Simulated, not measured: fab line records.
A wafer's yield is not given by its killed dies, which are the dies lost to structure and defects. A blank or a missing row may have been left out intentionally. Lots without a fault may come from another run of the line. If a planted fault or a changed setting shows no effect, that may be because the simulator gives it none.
Which tool did it? || flow n5Finfet || at 1 step of a route of 1938, 10 lots with 30 wafers sampled

WHAT THE GAUGES READ, wafer by wafer
N5_HKMG_FIN_OVL_MEAS_13.
{"lot": "L698", "measured": "day 4 06:15", "on": "overlay-02", "NWFM_OVL (nm)": "-1.0 -0.4 0.1"}
{"lot": "L700", "measured": "day 4 15:14", "on": "overlay-02", "NWFM_OVL (nm)": "0.0 -0.3 -0.6"}
{"lot": "L702", "measured": "day 5 02:22", "on": "overlay-02", "NWFM_OVL (nm)": "1.0 0.6 0.3"}
{"lot": "L704", "measured": "day 5 16:31", "on": "overlay-02", "NWFM_OVL (nm)": "-0.5 -0.6 -1.5"}
{"lot": "L706", "measured": "day 6 08:26", "on": "overlay-02", "NWFM_OVL (nm)": "0.1 -0.2 -0.1"}
{"lot": "L707", "measured": "day 6 11:18", "on": "overlay-01", "NWFM_OVL (nm)": "0.5 0.1 -0.1"}
{"lot": "L715", "measured": "day 8 08:31", "on": "overlay-02", "NWFM_OVL (nm)": "-0.3 -0.5 -0.2"}
{"lot": "L717", "measured": "day 8 21:06", "on": "overlay-01", "NWFM_OVL (nm)": "-0.1 -0.3 0.9"}
{"lot": "L720", "measured": "day 9 15:22", "on": "overlay-02", "NWFM_OVL (nm)": "-0.2 -0.6 0.0"}
{"lot": "L721", "measured": "day 10 01:14", "on": "overlay-02", "NWFM_OVL (nm)": "0.6 -0.5 0.9"}

EACH LOT AND THE TOOL THAT RAN IT (in order: tool; ch and the chambers of the sampled wafers; start)
The record holds no process step before these readings.

THE ANSWER, worked out from the rows above alone
Rule: what is usual is taken from the lots themselves. The widest of any qualifying gaps counts: lots, ordered by their means at a reading, are off when they make up no more than a third of the lots, leave a main group of 4 or more, and stand apart from it by 3 or more times the standard deviation of that group's means. A main group is skipped when, at the precision printed for the reading in the tables above, its means are all equal. A lot without any number at a reading at which 4 lots or more have one is off too. Where the step has rows for the other lots, those lots are counted as sound.
Nothing can be told from this: no lot is off at any reading shown.

WHAT HAD BEEN PUT IN BY THE SIMULATOR
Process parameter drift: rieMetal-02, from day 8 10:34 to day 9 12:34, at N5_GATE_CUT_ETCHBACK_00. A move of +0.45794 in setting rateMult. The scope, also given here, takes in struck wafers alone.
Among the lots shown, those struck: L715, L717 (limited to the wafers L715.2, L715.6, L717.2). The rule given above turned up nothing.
